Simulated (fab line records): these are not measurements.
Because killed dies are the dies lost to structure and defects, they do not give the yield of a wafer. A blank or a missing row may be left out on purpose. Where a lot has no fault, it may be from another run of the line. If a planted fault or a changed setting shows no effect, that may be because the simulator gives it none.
Lot-split experiment / flow n5-finfet / 21 wafers read from 7 lots, route of 1938 steps

== ON THE SPLIT ==
At N5_BEOL_M7_TRENCH_ETCH_37 (etches SiCOH lowk in C4F6/O2, target depth 93.478 nm, time 31.2 s), the setting time-s was moved away from the recipe's 31.2 s on 9 of the 21 wafers read, by -21.4% to +21.2%. All remaining wafers had this setting at the recipe value.

== FROM THE SPLIT TO THE READING: what the file shows between them, 13 steps ==
- N5_BEOL_M7_ETCH_41: etches SiCN in CH3F/O2, target depth 31.9 nm, time 57.8 s
- N5_BEOL_M7_STRIP_80: strips in N2/H2, time 10 s
- N5_BEOL_M7_OCD_MEAS_38
- N5_BEOL_M7_HM_STRIP_39: strips TiN in peroxide tin strip, target depth 25 nm, time 158 s
- N5_BEOL_M7_SRD_40: time 30 s
- N5_BEOL_M7_PRECLEAN_42: cleans in residue remover, time 60 s
- N5_BEOL_M7_SRD_43: time 30 s
- N5_BEOL_M7_CD_MEAS_35: target cd 40 nm
- N5_BEOL_M7_CURE_75: cures SiCOH lowk, time 120 s
- N5_BEOL_M7_DEGAS_44: time 60 s
- N5_BEOL_M7_ECD_50: material Cu, target thk 300 nm
- N5_BEOL_M7_ANNEAL_51: time 90 s
- N5_BEOL_M7_CMP_52: polishes, stops on SiCOH lowk, t overpolish 6.9 s, target thk 80 nm

== THE READING ==
M7_THK, in nm, at N5_BEOL_M7_THK_MEAS_53 (measures by xrf). Typical for fault-free wafers on this fab line: 80.1 nm, with standard deviation 2 nm.

wafer=L080.1; tool, chamber at the split=rie-diel-02, 2; time-s as run, s=31.2; against the recipe=recipe; M7_THK, nm=80.2; against lot-mates on the recipe=-
wafer=L080.2; tool, chamber at the split=rie-diel-02, 1; time-s as run, s=24.52; against the recipe=-21.4%; M7_THK, nm=58.0; against lot-mates on the recipe=-22.2
wafer=L080.6; tool, chamber at the split=rie-diel-02, 1; time-s as run, s=31.2; against the recipe=recipe; M7_THK, nm=80.1; against lot-mates on the recipe=-
wafer=L081.2; tool, chamber at the split=rie-diel-05, 1; time-s as run, s=31.2; against the recipe=recipe; M7_THK, nm=80.5; against lot-mates on the recipe=-
wafer=L081.5; tool, chamber at the split=rie-diel-05, 1; time-s as run, s=35.59; against the recipe=+14.1%; M7_THK, nm=94.0; against lot-mates on the recipe=+13.5
wafer=L081.6; tool, chamber at the split=rie-diel-05, 3; time-s as run, s=35.59; against the recipe=+14.1%; M7_THK, nm=91.7; against lot-mates on the recipe=+11.2
wafer=L083.1; tool, chamber at the split=rie-diel-06, 1; time-s as run, s=33.36; against the recipe=+6.9%; M7_THK, nm=86.6; against lot-mates on the recipe=+4.8
wafer=L083.2; tool, chamber at the split=rie-diel-06, 3; time-s as run, s=31.2; against the recipe=recipe; M7_THK, nm=82.0; against lot-mates on the recipe=-
wafer=L083.6; tool, chamber at the split=rie-diel-06, 1; time-s as run, s=31.2; against the recipe=recipe; M7_THK, nm=81.5; against lot-mates on the recipe=-
wafer=L087.2; tool, chamber at the split=rie-diel-06, 2; time-s as run, s=31.2; against the recipe=recipe; M7_THK, nm=79.0; against lot-mates on the recipe=-
wafer=L087.5; tool, chamber at the split=rie-diel-06, 3; time-s as run, s=31.2; against the recipe=recipe; M7_THK, nm=82.3; against lot-mates on the recipe=-
wafer=L087.6; tool, chamber at the split=rie-diel-06, 0; time-s as run, s=31.2; against the recipe=recipe; M7_THK, nm=77.7; against lot-mates on the recipe=-
wafer=L089.1; tool, chamber at the split=rie-diel-02, 0; time-s as run, s=31.2; against the recipe=recipe; M7_THK, nm=82.7; against lot-mates on the recipe=-
wafer=L089.3; tool, chamber at the split=rie-diel-02, 2; time-s as run, s=31.2; against the recipe=recipe; M7_THK, nm=80.5; against lot-mates on the recipe=-
wafer=L089.4; tool, chamber at the split=rie-diel-02, 3; time-s as run, s=33.79; against the recipe=+8.3%; M7_THK, nm=87.5; against lot-mates on the recipe=+5.9
wafer=L092.1; tool, chamber at the split=rie-diel-02, 1; time-s as run, s=27.39; against the recipe=-12.2%; M7_THK, nm=69.0; against lot-mates on the recipe=-13.9
wafer=L092.3; tool, chamber at the split=rie-diel-02, 0; time-s as run, s=31.2; against the recipe=recipe; M7_THK, nm=82.9; against lot-mates on the recipe=-
wafer=L092.5; tool, chamber at the split=rie-diel-02, 1; time-s as run, s=27.39; against the recipe=-12.2%; M7_THK, nm=68.5; against lot-mates on the recipe=-14.4
wafer=L096.1; tool, chamber at the split=rie-diel-06, 3; time-s as run, s=31.2; against the recipe=recipe; M7_THK, nm=81.7; against lot-mates on the recipe=-
wafer=L096.3; tool, chamber at the split=rie-diel-06, 2; time-s as run, s=37.8; against the recipe=+21.2%; M7_THK, nm=105.3; against lot-mates on the recipe=+23.6
wafer=L096.6; tool, chamber at the split=rie-diel-06, 0; time-s as run, s=37.8; against the recipe=+21.2%; M7_THK, nm=96.3; against lot-mates on the recipe=+14.6

THE FIT
A straight line over all 21 wafers: M7_THK changes by +0.96 nm for each +1% of time-s; r = +0.98; the points scatter about the line by 2 nm.
The same after taking each lot's own level away (the mean of its wafers on the recipe; 21 wafers): +0.964 nm for each +1%; r = +0.98; scatter 2 nm.
Per that fit: largest time-s move, reading shift of 21 nm.
Across the lots, their own levels run from 79.67 to 82.90 nm, a range of 1.6 times the standard deviation given above.
The two slopes are in agreement: the lot-to-lot level therefore moves the slope only a little.
Check: with one of the wafers moved furthest among these (-21.4%) left out of the fit, the line predicts -21 nm for it against its lot-mates. Against them it came out at -22.2 nm.

== THE OTHER SPLITS THESE WAFERS WENT THROUGH ==
These wafers also went through other splits before the reading. Each is held against what the fit with the lots' levels taken away leaves over:
other split on the same wafers=N5_BEOL_M7_EXPOSE_08 dose-mj; wafers away from the commonest value=9; r with M7_THK (lot level and that fit taken away)=-0.04
other split on the same wafers=N5_BEOL_M7_ETCH_62 source-w; wafers away from the commonest value=5; r with M7_THK (lot level and that fit taken away)=+0.29
other split on the same wafers=N5_BEOL_M7_DESCUM_33 time-s; wafers away from the commonest value=5; r with M7_THK (lot level and that fit taken away)=+0.23

== THE WHOLE CHAIN: every reading that the file lists as answering this split, in the file's order ==
step=N5_BEOL_M7_TRENCH_ETCH_37; what it does=etches SiCOH lowk in C4F6/O2, target depth 93.478 nm, time 31.2 s; reading=etch.depth-nm (the simulator's own value, which no gauge read); change (the file's fit)=+0.907 nm for each +1% of the setting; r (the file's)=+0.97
step=N5_BEOL_M7_TRENCH_ETCH_37; what it does=etches SiCOH lowk in C4F6/O2, target depth 93.478 nm, time 31.2 s; reading=BEOL_M7.feature-depth-nm (the simulator's own value, which no gauge read); change (the file's fit)=+0.906 nm for each +1% of the setting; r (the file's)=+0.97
step=N5_BEOL_M7_OCD_MEAS_38; what it does=; reading=trench-depth-nm; change (the file's fit)=+0.91 nm for each +1% of the setting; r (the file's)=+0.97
step=N5_BEOL_M7_CMP_52; what it does=polishes, stops on SiCOH lowk, t overpolish 6.9 s, target thk 80 nm; reading=Cu_of_BEOL_M7_ECD_50.thk-nm (the simulator's own value, which no gauge read); change (the file's fit)=+0.959 nm for each +1% of the setting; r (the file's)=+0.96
step=N5_BEOL_M7_THK_MEAS_53; what it does=measures by xrf; reading=M7_THK; change (the file's fit)=+0.955 for each +1% of the setting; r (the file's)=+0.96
step=N5_BEOL_M7_RS_MEAS_57; what it does=measures by four-point-probe; reading=M7_RS; change (the file's fit)=not straight: 0.422 at the lowest setting, 0.282 at the recipe, 0.220 at the highest; r (the file's)=not given

== THE FILE'S OWN FIT ==
M7_THK changes by +0.955 nm for each +1% of time-s, r = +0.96.
